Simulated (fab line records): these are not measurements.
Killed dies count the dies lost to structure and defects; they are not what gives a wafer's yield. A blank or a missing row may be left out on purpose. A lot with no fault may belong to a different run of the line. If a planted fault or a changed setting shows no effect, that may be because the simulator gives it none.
Chamber matching | flow n5-finfet | N5_BEOL_M10_ETCH_65 on rie-diel-04 has 4 sister chambers
The step etches SiARC in CF4, target depth 39 nm, time 65 s. 8 wafers are shown with their chamber, then 6 later ones without.

WAFERS PAIRED WITH THEIR CHAMBERS
wafer  | chamber | showerhead-plenum-p-Torr (Torr) | throttle-valve-pct (%)
L648.6 | 0       | 2.23                            | 15.58
L649.6 | 1       | 2.17                            | 15.30
L652.5 | 2       | 2.24                            | 15.62
L651.2 | 3       | 2.29                            | 15.08
L651.6 | 0       | 2.22                            | 15.61
L656.2 | 1       | 2.17                            | 15.33
L656.3 | 2       | 2.24                            | 15.61
L656.4 | 3       | 2.29                            | 15.10

WAFERS WHOSE CHAMBER IS MISSING
wafer  | showerhead-plenum-p-Torr (Torr) | throttle-valve-pct (%)
L657.1 | 2.22                            | 15.63
L657.5 | 2.29                            | 15.10
L657.6 | 2.24                            | 15.63
L658.3 | 2.24                            | 15.64
L658.4 | 2.22                            | 15.60
L658.6 | 2.22                            | 15.62

WHICH CHAMBER EACH WENT THROUGH
wafer  | from the rows above | in truth
L657.1 | 0                   | 0
L657.5 | 3                   | 3
L657.6 | 2                   | 2
L658.3 | 2                   | 2
L658.4 | 0                   | 0
L658.6 | 0                   | 0
Placed correctly: 6 of 6. Can't be placed from these rows: 0. 0 placed wrongly.
How it was worked out, from the rows above alone: a wafer's distance from a chamber is the root of the sum, over the readings, of the square of ((its reading less the chamber's mean) divided by the reading's scatter). The wafer belongs to the nearest chamber; if the next one is less than 2 further off, it can't be placed. For every chamber, the mean is computed from those of its wafers that are shown. The scatter is the square root of a quotient: the sum, over the shown wafers, of each reading's squared deviation from its chamber's mean, divided by wafers minus chambers.
